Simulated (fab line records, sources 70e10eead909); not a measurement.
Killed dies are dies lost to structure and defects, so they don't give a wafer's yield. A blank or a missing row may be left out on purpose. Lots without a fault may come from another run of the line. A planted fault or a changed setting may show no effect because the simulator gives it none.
Which tool did it? | flow nand_harc | 12 lots, 36 wafers sampled, at 6 steps of a route of 1302

WHAT THE GAUGES READ, wafer by wafer
NHARC_P_GATE_CD_MEAS_59: target cd 720 nm.
lot  | measured     | on        | cd_nm (nm)
L327 | day 5 12:35  | cd_sem-03 | 721.5 721.1 719.0
L329 | day 6 08:40  | cd_sem-03 | 722.2 719.4 721.3
L332 | day 7 17:40  | cd_sem-02 | 719.7 719.0 719.4
L334 | day 8 19:50  | cd_sem-01 | 711.4 711.3 711.0
L335 | day 9 03:30  | cd_sem-01 | 719.1 721.5 717.0
L338 | day 10 07:19 | cd_sem-02 | 720.4 717.9 720.7
L339 | day 10 20:58 | cd_sem-01 | 723.6 720.8 720.4
L344 | day 12 12:57 | cd_sem-02 | 719.2 718.8 719.8
L345 | day 13 02:05 | cd_sem-03 | 720.0 719.6 720.6
L346 | day 13 19:35 | cd_sem-02 | 720.8 720.2 720.6
L347 | day 13 20:34 | cd_sem-03 | 720.5 719.4 719.2
L350 | day 15 03:50 | cd_sem-03 | 720.5 721.0 721.0

NHARC_END_SORT_01.
lot  | measured     | on        | killed_at_array | killed_at_other | killed_at_periphery | killed_dies | killed_open | killed_short
L334 | day 27 11:55 | prober-01 | 83 89 83        | 0 0 0           | 3 3 7               | 86 92 90    | 0 5 3       | 4 1 1
L338 | day 28 20:35 | prober-02 | 49 56 60        | 0 1 1           | 4 3 4               | 53 60 65    | 1 4 1       | 1 4 3
L339 | day 29 11:46 | prober-02 | 66 65 71        | 1 1 2           | 3 6 3               | 70 72 76    | 2 6 5       | 4 4 4
L346 | day 32 20:22 | prober-01 | 61 76 82        | 0 0 0           | 7 1 5               | 68 77 87    | 2 2 4       | 2 0 2

WHICH TOOL RAN EACH LOT (tool, then ch and the chambers of the sampled wafers, then the start)
lot  | NHARC_P_GATE_ETCH_32             | NHARC_P_GATE_STRIP_111               | NHARC_P_GATE_EXPOSE_56            | NHARC_P_GATE_STRIP_76
L327 | rie_si-04 ch 0,1,3, day 4 23:25  | plasma_asher-01 ch 0,1, day 5 11:24  | krf_scanner-01 ch 0, day 5 12:26  | plasma_asher-02 ch 0,1, day 5 13:23
L329 | rie_si-06 ch 0,2, day 5 19:36    | plasma_asher-01 ch 0,1, day 6 07:29  | krf_scanner-01 ch 0, day 6 08:31  | plasma_asher-02 ch 0,1, day 6 09:28
L332 | rie_si-02 ch 0,1, day 7 04:24    | plasma_asher-02 ch 0,1, day 7 16:29  | krf_scanner-01 ch 0, day 7 17:31  | plasma_asher-02 ch 1, day 7 18:28
L334 | rie_si-04 ch 1,2,3, day 8 06:47  | plasma_asher-02 ch 0,1, day 8 18:36  | krf_scanner-01 ch 0, day 8 19:41  | plasma_asher-02 ch 0,1, day 8 20:37
L335 | rie_si-04 ch 1,2,3, day 8 14:29  | plasma_asher-02 ch 0,1, day 9 02:28  | krf_scanner-01 ch 0, day 9 03:21  | plasma_asher-01 ch 0, day 9 04:18
L338 | rie_si-06 ch 0,2,3, day 9 18:11  | plasma_asher-02 ch 0,1, day 10 06:08 | krf_scanner-03 ch 0, day 10 07:09 | plasma_asher-02 ch 0,1, day 10 08:06
L339 | rie_si-02 ch 0,2,3, day 10 08:01 | plasma_asher-02 ch 0,1, day 10 19:50 | krf_scanner-01 ch 0, day 10 20:49 | plasma_asher-02 ch 0,1, day 10 21:52
L344 | rie_si-04 ch 1,3, day 11 23:49   | plasma_asher-01 ch 1, day 12 11:46   | krf_scanner-03 ch 0, day 12 12:48 | plasma_asher-02 ch 1, day 12 13:44
L345 | rie_si-06 ch 0,1,3, day 12 10:52 | plasma_asher-02 ch 0,1, day 13 00:52 | krf_scanner-02 ch 0, day 13 01:56 | plasma_asher-01 ch 0,1, day 13 02:52
L346 | rie_si-02 ch 0,1,2, day 13 04:34 | plasma_asher-02 ch 0,1, day 13 18:29 | krf_scanner-02 ch 0, day 13 19:26 | plasma_asher-02 ch 0,1, day 13 20:22
L347 | rie_si-04 ch 0,1,2, day 13 07:28 | plasma_asher-01 ch 0,1, day 13 19:21 | krf_scanner-01 ch 0, day 13 20:25 | plasma_asher-02 ch 0,1, day 13 21:22
L350 | rie_si-02 ch 1,2,3, day 14 14:32 | plasma_asher-02 ch 0,1, day 15 02:40 | krf_scanner-03 ch 0, day 15 03:40 | plasma_asher-02 ch 0,1, day 15 04:37
- NHARC_P_GATE_ETCH_32: etches the open film in HBr/Cl2, target depth 150 nm, time 100.1 s.
- NHARC_P_GATE_STRIP_111: strips in N2/H2, time 250 s.
- NHARC_P_GATE_EXPOSE_56: exposes mask P PSD, target cd 720 nm.
- NHARC_P_GATE_STRIP_76: strips in O2.

WHAT THE TOOLS THEMSELVES READ (means of the sampled wafers that have a number; where no wafer has one, the mark that the record gives instead)
NHARC_P_GATE_ETCH_32.
lot  | tool      | chamber_pressure_mTorr (mTorr) | drypump_motor_current_A (A) | he_backside_leak_sccm (sccm) | oes_product_au (a.u.) | throttle_valve_pct (%)
L327 | rie_si-04 | 15.000                         | 6.1                         | 2.63                         | 1.003                 | 26.411
L329 | rie_si-06 | 14.998                         | 5.5                         | 2.63                         | 1.003                 | 26.404
L332 | rie_si-02 | 15.008                         | 5.7                         | 3.21                         | 0.993                 | 26.401
L334 | rie_si-04 | 14.990                         | 5.9                         | 2.58                         | 1.008                 | 26.410
L335 | rie_si-04 | 15.003                         | 5.9                         | 2.64                         | 1.003                 | 26.412
L338 | rie_si-06 | 15.002                         | 5.3                         | 2.58                         | 0.998                 | 26.400
L339 | rie_si-02 | 15.015                         | 5.8                         | 2.61                         | 1.002                 | 26.413
L344 | rie_si-04 | 15.016                         | 5.7                         | 2.83                         | 0.998                 | 26.400
L345 | rie_si-06 | 15.004                         | 5.7                         | 2.59                         | 1.007                 | 26.411
L346 | rie_si-02 | 14.999                         | 5.8                         | 2.52                         | 0.995                 | 26.405
L347 | rie_si-04 | 14.984                         | 6.2                         | 2.48                         | 1.001                 | 26.407
L350 | rie_si-02 | 14.996                         | 5.8                         | 2.39                         | 0.994                 | 26.403

NHARC_P_GATE_STRIP_111.
lot  | tool            | drypump_motor_current_A (A) | heater_power_w (W)
L327 | plasma_asher-01 | 5.3                         | 83
L329 | plasma_asher-01 | 4.9                         | 86
L332 | plasma_asher-02 | 5.4                         | 95
L334 | plasma_asher-02 | 5.4                         | 89
L335 | plasma_asher-02 | 5.4                         | 94
L338 | plasma_asher-02 | 5.4                         | 89
L339 | plasma_asher-02 | 5.4                         | 88
L344 | plasma_asher-01 | 4.6                         | 83
L345 | plasma_asher-02 | 5.4                         | 94
L346 | plasma_asher-02 | 5.4                         | 96
L347 | plasma_asher-01 | 5.3                         | 83
L350 | plasma_asher-02 | 5.4                         | 94

NHARC_P_GATE_EXPOSE_56.
lot  | tool           | reticle_temp_C (C)
L327 | krf_scanner-01 | 22.91
L329 | krf_scanner-01 | 22.93
L332 | krf_scanner-01 | 23.01
L334 | krf_scanner-01 | 23.07
L335 | krf_scanner-01 | 22.80
L338 | krf_scanner-03 | 22.95
L339 | krf_scanner-01 | 23.07
L344 | krf_scanner-03 | 23.21
L345 | krf_scanner-02 | 22.98
L346 | krf_scanner-02 | 22.89
L347 | krf_scanner-01 | 23.03
L350 | krf_scanner-03 | 23.01

NHARC_P_GATE_STRIP_76.
lot  | tool            | drypump_motor_current_A (A) | heater_power_w (W)
L327 | plasma_asher-02 | 5.4                         | 352
L329 | plasma_asher-02 | 5.4                         | 338
L332 | plasma_asher-02 | 5.4                         | 366
L334 | plasma_asher-02 | 5.4                         | 331
L335 | plasma_asher-01 | 5.7                         | 313
L338 | plasma_asher-02 | 5.4                         | 349
L339 | plasma_asher-02 | 5.4                         | 356
L344 | plasma_asher-02 | 5.4                         | 371
L345 | plasma_asher-01 | 5.0                         | 314
L346 | plasma_asher-02 | 5.4                         | 354
L347 | plasma_asher-02 | 5.3                         | 348
L350 | plasma_asher-02 | 5.4                         | 346

THE ANSWER, worked out from the rows above alone
Rule: what is usual is taken from the lots themselves. Put in order of their means at a reading, lots are off if they are a third of the lots or fewer, leave a main group of 4 or more, and stand apart from it by a gap of 3 or more times the standard deviation of the main group's means; of several such gaps the widest counts. A main group whose means are all the same, to the digits that the tables above print for the reading, isn't used. A lot without any number at a reading at which 4 lots or more have one is off too. The other lots that the step has rows for count as sound. The gauges are gone through in route order, then the tools' own readings, and for those a lot's mean is taken as printed above. The first step at which some lot is off is used, and at that step the reading that is off furthest; a lot without a number counts as furthest.
Off: L334, at NHARC_P_GATE_CD_MEAS_59 (cd_nm). The main group: mean 720.2 nm, standard deviation 0.75.
A tool fits if, at a process step before that reading, it ran every lot that is off, and no sound lot after the first of them. The gauges at NHARC_P_GATE_CD_MEAS_59 are tried like those tools. None of those tried fits.

WHAT THE SIMULATOR HAD PUT IN
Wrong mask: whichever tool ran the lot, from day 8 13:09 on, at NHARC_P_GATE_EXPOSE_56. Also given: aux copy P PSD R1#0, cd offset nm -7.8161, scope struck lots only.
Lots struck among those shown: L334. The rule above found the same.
